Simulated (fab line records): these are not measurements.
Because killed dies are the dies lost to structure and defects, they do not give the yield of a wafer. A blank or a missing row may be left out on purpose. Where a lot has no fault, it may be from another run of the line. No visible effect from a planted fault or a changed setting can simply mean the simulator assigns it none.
Matching of chambers	flow n5Finfet	N5_BEOL_M1_STRIP_66 on rieDiel-03: 4 sister chambers
The step strips in CF4. 4 wafers are shown with their chamber, then 10 later ones without.

WAFERS PAIRED WITH THEIR CHAMBERS
wafer	chamber	showerheadPlenumPTorr (Torr)
L088.2	1	1.77
L088.3	2	1.79
L089.1	0	1.69
L089.2	3	1.70

WAFERS MISSING THEIR CHAMBER
wafer	showerheadPlenumPTorr (Torr)
L089.3	1.77
L091.1	1.77
L091.3	1.69
L091.6	1.79
L095.1	1.70
L095.2	1.77
L095.4	1.90
L096.4	1.70
L096.5	1.77
L096.6	1.78

WHICH CHAMBER EACH WENT THROUGH
wafer	from the rows above	in truth
L089.3	can't be placed: 1 or 2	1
L091.1	can't be placed: 1 or 2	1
L091.3	can't be placed: 0 or 3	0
L091.6	can't be placed: 2 or 1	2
L095.1	can't be placed: 3 or 0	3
L095.2	can't be placed: 1 or 2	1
L095.4	can't be placed: 2 or 1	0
L096.4	can't be placed: 3 or 0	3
L096.5	can't be placed: 1 or 2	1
L096.6	can't be placed: 1 or 2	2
Placed correctly: 0 of 10. From these rows, 10 cannot be placed; in 9 the true chamber is one of the candidates. Wrongly placed: 0.
How it was worked out, from the rows above alone: a wafer's distance from a chamber is the root of the sum, over the readings, of the square of ((its reading less the chamber's mean) divided by the reading's scatter). If the next closest chamber is less than 2 further off than the closest, the wafer can't be placed; otherwise it belongs to the closest. Each chamber's mean is taken over the wafers shown for it. The scatter (one wafer shown for each chamber): square how far every hidden wafer sits from the nearest shown wafer, average those squares and take the square root.
